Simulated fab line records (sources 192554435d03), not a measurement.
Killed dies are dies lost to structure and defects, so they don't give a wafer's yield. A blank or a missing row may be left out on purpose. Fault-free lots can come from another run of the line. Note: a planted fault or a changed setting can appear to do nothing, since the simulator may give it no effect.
Comparing a struck lot with a sound one    flow n5_finfet    16 steps out of a route of 1938
Sound: the wafers L604.3, L604.5, L604.6. Struck: wafers L614.2, L614.5 (left out: L614.1, a lot-mate that was not struck); the cause follows at the end.
At each step with rows: each side's tool, then ch and its chambers, then its first start. Under that, the readings that differ: sound wafers    struck wafers    difference of the means    sigmas: that difference in standard deviations of wafers without a fault.
alike: words and numbers the same on both sides, and readings whose means are apart by under 2 such deviations; not compared: readings that were withheld, readings missing a value for some wafer, numbers with overlapping values and no deviation given by the record, and bounds like >300 which may hide the same value.
The two part at a step that has a row with sigmas, a row that says differs or no value, or rows on one side only. Numbers that don't overlap but have no deviation are shown without sigmas and don't part them. Lack of a reading on every wafer of one side parts them only where that side has two or more wafers.

first, 5 steps without rows for these wafers: N5_SD_EPI_P_EBR_05; N5_SD_EPI_P_SOFTBAKE_04 (time 60 s); N5_SD_EPI_P_EXPOSE_06 (exposes mask SD P BLK, target cd 240 nm); N5_SD_EPI_P_PEB_07 (peb time 60 s); N5_SD_EPI_P_DEVELOP_08 (develop time 30 s).
N5_SD_EPI_P_CD_MEAS_09 targets a cd of 240 nm.
  sound on cd_sem-01 ch 0, day 5 07:45; struck on cd_sem-03 ch 0, day 7 18:10
  alike: cd_nm
N5_SD_EPI_P_OVL_MEAS_10:
  sound on overlay-02 ch 0, day 5 07:47; struck on overlay-02 ch 0, day 7 18:11
  alike: SD_P_BLK_OVL
N5_SD_EPI_P_INSPECT_11: inspects for defects (macro).
  struck on defect_inspect-02, day 7 18:13; sound on defect_inspect-02, day 5 07:48
  alike: raw_defect_count
N5_SD_EPI_P_DESCUM_14: chemistry O2, time 7.9 s.
  sound on rie_diel-02 ch 0,1, day 5 07:50; struck on rie_diel-02 ch 3, day 7 18:15
  alike: bias_power_w, drypump_motor_current_A, oes_product_au, rf_vpp_V, showerhead_plenum_p_Torr, throttle_valve_pct
  not compared: rf_hours_counter_h
N5_SD_EPI_P_ETCH_36: etches SiARC in CF4, target depth 45.5 nm, time 75.8 s.
  sound on rie_diel-02 ch 0,1, day 5 07:52; struck on rie_diel-02 ch 3, day 7 18:17
  alike: drypump_motor_current_A, etch_rf_on_time_s, oes_product_au, rf_vpp_V, showerhead_plenum_p_Torr, throttle_valve_pct
  not compared: rf_hours_counter_h
N5_SD_EPI_P_ETCH_37: etches SOC in N2/H2, overetch 108 nm, time 486 s.
  sound on rie_diel-02 ch 0,1, day 5 07:56; struck on rie_diel-02 ch 3, day 7 18:20
  alike: drypump_motor_current_A, h2_flow_sccm, oes_product_au, rf_vpp_V, showerhead_plenum_p_Torr, throttle_valve_pct
  not compared: rf_hours_counter_h
then, 1 step without rows for these wafers: N5_SD_EPI_P_STRIP_38 (strips in N2/H2).
N5_SD_EPI_P_ETCHBACK_46: etches SiNx in CH3F/O2, stops on SiO2, target depth 17.5 nm.
  sound on rie_diel-02 ch 0,1, day 5 08:15; struck on rie_diel-02 ch 3, day 7 18:40
reading         sound        struck           difference  sigmas
over_etch_frac  0.3 0.3 0.3  0.29491 0.29491  -0.00509    
rf_vpp_V (V)    297 298 302  288 289          -10         -2
  alike: drypump_motor_current_A, oes_product_au, showerhead_plenum_p_Torr, throttle_valve_pct
  not compared: rf_hours_counter_h
N5_SD_EPI_P_ETCH_47: etches SiOCN in CH3F/O2, target depth 25 nm.
  sound on rie_diel-02 ch 0,1, day 5 08:21; struck on rie_diel-02 ch 3, day 7 18:46
  alike: drypump_motor_current_A, oes_product_au, rf_vpp_V, showerhead_plenum_p_Torr, throttle_valve_pct
  not compared: rf_hours_counter_h
-- the record jumps here: 5 days lie between the struck wafers' starts before and after (it left off in module SD_EPI_P and takes up again in module BEOL_M4, whose first step shown is number 1111 of the route) --
N5_BEOL_M4_RC_MEAS_101:
  sound on prober-01 ch 0, day 10 04:08; struck on prober-01 ch 0, day 12 22:38
reading        sound           struck     difference  sigmas
ION_P (uA/um)  454 449 457     472 466    +16         +2
VT_P (mV)      -258 -257 -258  -247 -249  +10         +3
  alike: DIBL_N, DIBL_P, IOFF_N, IOFF_P, ION_N, SS_N, SS_P, VT_N
-- record jumps: 5 days separate the struck wafers' starts on either side; left off in module BEOL_M4, taken up again in module PASSIVATION, whose first shown step is the route's number 1936 --
N5_PASSIVATION_PROBE_49:
  struck on prober-02, day 17 15:01; sound on prober-01, day 14 21:03
  alike: defect_limited_yield, killed_at_M0_to_M3, killed_at_M4_up, killed_at_contacts, killed_at_front_end, killed_at_other, killed_dies, killed_open, killed_short, sort_bin_5_function, sort_bin_6_memory, sort_bin_8_speed, sort_n_pass, sort_yield_pct

== WHERE THEY PART ==
At N5_SD_EPI_P_ETCHBACK_46 first; at N5_BEOL_M4_RC_MEAS_101 last (within this record only). Later steps at which nothing parts them and some readings are alike: N5_PASSIVATION_PROBE_49.

WHY: the cause the simulator had injected
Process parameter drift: rie_diel-02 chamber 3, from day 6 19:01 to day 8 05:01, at N5_SD_EPI_P_ETCHBACK_46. Setting over_etch_frac shifted by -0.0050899 from 0.3. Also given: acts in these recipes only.
